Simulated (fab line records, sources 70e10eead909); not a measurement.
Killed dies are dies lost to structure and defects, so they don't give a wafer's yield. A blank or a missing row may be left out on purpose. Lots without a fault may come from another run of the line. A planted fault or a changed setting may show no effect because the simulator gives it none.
Chamber matching | flow nand_harc | NHARC_A_STAIRCASE_TRIM_187 on rie_diel-07: 4 sister chambers
The step chemistry O2, time 211.2 s. 4 wafers are shown with their chamber, then 10 later ones without.

WAFERS WITH THEIR CHAMBER
wafer  | chamber | drypump_motor_current_A (A)
L087.5 | 1       | 5.9
L087.6 | 2       | 6.2
L090.3 | 3       | 4.9
L090.4 | 0       | 6.3

WAFERS WITHOUT THEIR CHAMBER
wafer  | drypump_motor_current_A (A)
L090.5 | 5.0
L091.2 | 6.3
L091.3 | 4.9
L091.6 | 5.9
L096.3 | 4.9
L096.5 | 5.0
L096.6 | 6.2
L097.3 | 5.9
L097.4 | 5.0
L097.6 | 5.0

WHICH CHAMBER EACH WENT THROUGH
wafer  | from the rows above     | in truth
L090.5 | 3                       | 3
L091.2 | can't be placed: 0 or 2 | 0
L091.3 | 3                       | 3
L091.6 | 1                       | 1
L096.3 | 3                       | 3
L096.5 | 3                       | 3
L096.6 | can't be placed: 2 or 0 | 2
L097.3 | 1                       | 1
L097.4 | 3                       | 3
L097.6 | 3                       | 3
Placed correctly: 8 of 10. Can't be placed from these rows: 2 (the true chamber is among the candidates in 2). Placed wrongly: 0.
How it was worked out, from the rows above alone: a wafer's distance from a chamber is the root of the sum, over the readings, of the square of ((its reading less the chamber's mean) divided by the reading's scatter). The wafer belongs to the nearest chamber; if the next one is less than 2 further off, it can't be placed. A chamber's mean is the mean of its shown wafers. The scatter: with one shown wafer a chamber, the root of the mean of the squares of how far each hidden wafer lies from its nearest shown one.
